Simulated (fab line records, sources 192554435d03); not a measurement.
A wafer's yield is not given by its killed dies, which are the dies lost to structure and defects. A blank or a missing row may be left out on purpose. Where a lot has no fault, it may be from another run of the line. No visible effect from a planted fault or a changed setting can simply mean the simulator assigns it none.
Chamber matching :: flow n5-finfet :: N5_BEOL_M1_ETCH_77 on rie-diel-02 has 4 sister chambers
The step etches underlayer in N2/H2, target depth 6.5 nm, time 5.2 s. 7 wafers are shown with their chamber, then 7 later ones without.

== WAFERS PAIRED WITH THEIR CHAMBERS ==
wafer: L075.4
chamber: 0
showerhead-plenum-p-Torr (Torr): 2.62
drypump-motor-current-A (A): 6.2

wafer: L075.6
chamber: 2
showerhead-plenum-p-Torr (Torr): 2.45
drypump-motor-current-A (A): 5.3

wafer: L080.6
chamber: 2
showerhead-plenum-p-Torr (Torr): 2.45
drypump-motor-current-A (A): 5.3

wafer: L088.3
chamber: 3
showerhead-plenum-p-Torr (Torr): 2.58
drypump-motor-current-A (A): 5.2

wafer: L088.6
chamber: 1
showerhead-plenum-p-Torr (Torr): 2.71
drypump-motor-current-A (A): 6.6

wafer: L090.3
chamber: 3
showerhead-plenum-p-Torr (Torr): 2.58
drypump-motor-current-A (A): 5.3

wafer: L090.4
chamber: 1
showerhead-plenum-p-Torr (Torr): 2.70
drypump-motor-current-A (A): 6.6

== WAFERS WITH NO CHAMBER GIVEN ==
wafer: L090.5
showerhead-plenum-p-Torr (Torr): 2.44
drypump-motor-current-A (A): 5.3

wafer: L091.1
showerhead-plenum-p-Torr (Torr): 2.71
drypump-motor-current-A (A): 6.5

wafer: L091.2
showerhead-plenum-p-Torr (Torr): 2.44
drypump-motor-current-A (A): 5.3

wafer: L091.6
showerhead-plenum-p-Torr (Torr): 2.62
drypump-motor-current-A (A): 6.2

wafer: L092.1
showerhead-plenum-p-Torr (Torr): 2.58
drypump-motor-current-A (A): 5.2

wafer: L092.2
showerhead-plenum-p-Torr (Torr): 2.44
drypump-motor-current-A (A): 5.3

wafer: L092.6
showerhead-plenum-p-Torr (Torr): 2.44
drypump-motor-current-A (A): 5.3

== CHAMBER TAKEN BY EACH ==
wafer: L090.5
from the rows above: 2
in truth: 2

wafer: L091.1
from the rows above: 1
in truth: 1

wafer: L091.2
from the rows above: 2
in truth: 2

wafer: L091.6
from the rows above: 0
in truth: 0

wafer: L092.1
from the rows above: 3
in truth: 3

wafer: L092.2
from the rows above: 2
in truth: 2

wafer: L092.6
from the rows above: 2
in truth: 2
Placed correctly: 7 of 7. Not placeable from these rows: 0. Placed wrongly: 0.
How it was worked out, from the rows above alone: a wafer's distance from a chamber is the root of the sum, over the readings, of the square of ((its reading less the chamber's mean) divided by the reading's scatter). The wafer belongs to the nearest chamber; if the next one is less than 2 further off, it can't be placed. The mean given for a chamber averages the wafers shown for that chamber. The scatter: take each reading less its chamber's mean, square it, sum over the shown wafers, divide by the number of wafers less the number of chambers, and take the root.
